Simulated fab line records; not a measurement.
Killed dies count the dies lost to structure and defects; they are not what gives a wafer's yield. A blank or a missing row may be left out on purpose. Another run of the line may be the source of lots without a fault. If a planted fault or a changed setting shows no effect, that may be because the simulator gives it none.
Matching of chambers || flow n5 finfet || 4 sister chambers for N5_MOL_CONTACT_COAG_ALD_133 on ald sin-02
The step deposits SiO2, target thk 5 nm, pulse time 1 s, co reactant pulse time 1 s. 4 wafers are shown with their chamber, then 7 later ones without.

== WAFERS WITH THEIR CHAMBER ==
{"wafer": "L083.6", "chamber": 2, "heater power w (W)": 69}
{"wafer": "L086.5", "chamber": 1, "heater power w (W)": 68}
{"wafer": "L089.1", "chamber": 3, "heater power w (W)": 89}
{"wafer": "L089.2", "chamber": 0, "heater power w (W)": 75}

== WAFERS WITH NO CHAMBER GIVEN ==
{"wafer": "L089.4", "heater power w (W)": 70}
{"wafer": "L091.1", "heater power w (W)": 68}
{"wafer": "L091.4", "heater power w (W)": 78}
{"wafer": "L091.6", "heater power w (W)": 74}
{"wafer": "L095.2", "heater power w (W)": 77}
{"wafer": "L095.3", "heater power w (W)": 70}
{"wafer": "L095.6", "heater power w (W)": 91}

== WHICH CHAMBER EACH WENT THROUGH ==
{"wafer": "L089.4", "from the rows above": "can't be placed: 2 or 1", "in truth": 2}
{"wafer": "L091.1", "from the rows above": "can't be placed: 1 or 2", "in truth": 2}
{"wafer": "L091.4", "from the rows above": 0, "in truth": 0}
{"wafer": "L091.6", "from the rows above": 0, "in truth": 0}
{"wafer": "L095.2", "from the rows above": 0, "in truth": 0}
{"wafer": "L095.3", "from the rows above": "can't be placed: 2 or 1", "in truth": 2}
{"wafer": "L095.6", "from the rows above": 3, "in truth": 3}
Correct placement for 4 of the 7. Not placeable from these rows: 3 (in 3, the candidates include the true chamber). Placed wrongly: 0.
How it was worked out, from the rows above alone: a wafer's distance from a chamber is the root of the sum, over the readings, of the square of ((its reading less the chamber's mean) divided by the reading's scatter). The wafer belongs to the nearest chamber; if the next one is less than 2 further off, it can't be placed. A chamber's mean is the mean of its shown wafers. The scatter: with one shown wafer a chamber, the root of the mean of the squares of how far each hidden wafer lies from its nearest shown one.
